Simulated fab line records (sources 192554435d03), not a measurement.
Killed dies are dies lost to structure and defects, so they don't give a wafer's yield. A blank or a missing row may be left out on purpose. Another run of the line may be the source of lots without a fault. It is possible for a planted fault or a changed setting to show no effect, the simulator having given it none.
What tool caused it?	flow n5Finfet	12 lots, 36 wafers sampled, at 2 steps of a route of 1938

== WHAT THE GAUGES READ, wafer by wafer ==
N5_BEOL_M5_CD_MEAS_11: the cd target is 27.74 nm.
lot	measured	on	cdNm (nm)
L074	day 8 20:58	cdSem-02	28.13 28.49 27.85
L076	day 9 14:31	cdSem-02	28.02 27.94 28.43
L079	day 9 19:46	cdSem-02	28.14 28.32 28.02
L082	day 11 00:43	cdSem-02	27.72 27.65 28.08
L083	day 11 12:02	cdSem-02	27.76 27.86 27.60
L085	day 12 12:37	cdSem-02	28.09 27.89 27.97
L088	day 12 21:52	cdSem-01	28.52 28.04 27.83
L089	day 13 10:18	cdSem-01	28.30 28.43 28.01
L090	day 13 13:54	cdSem-01	28.21 27.87 27.82
L092	day 14 01:43	cdSem-01	27.98 27.89 28.33
L094	day 14 09:31	cdSem-01	28.26 27.82 28.04
L097	day 15 14:31	cdSem-03	28.33 28.02 28.14

== EACH LOT AND THE TOOL THAT RAN IT (in order: tool; ch and the chambers of the sampled wafers; start) ==
lot	N5_BEOL_M4_SPUTTER_48
L074	pvdSputter-03, day 8 14:49
L076	pvdSputter-01, day 9 09:04
L079	pvdSputter-03, day 9 14:13
L082	pvdSputter-01, day 10 18:35
L083	pvdSputter-01, day 11 06:59
L085	pvdSputter-02, day 12 07:41
L088	pvdSputter-03, day 12 15:35
L089	pvdSputter-01, day 13 03:44
L090	pvdSputter-03, day 13 07:26
L092	pvdSputter-02, day 13 16:14
L094	pvdSputter-03, day 14 03:44
L097	pvdSputter-03, day 15 08:50
- N5_BEOL_M4_SPUTTER_48: material Cu, target thk 4.5 nm, time 8.29 s.

== THE ANSWER, worked out from the rows above alone ==
Rule: the usual values come from the lots themselves. The widest of any qualifying gaps counts: lots, ordered by their means at a reading, are off when they make up no more than a third of the lots, leave a main group of 4 or more, and stand apart from it by 3 or more times the standard deviation of that group's means. The tables above print the reading to a certain number of digits; a main group whose means all agree to those digits is not used. Also off: a lot with no number at a reading for which 4 or more lots have one. Any other lot the step has rows for is counted as sound.
No lot is off on any of the readings shown, so nothing can be concluded from this.

== WHAT THE SIMULATOR HAD PUT IN ==
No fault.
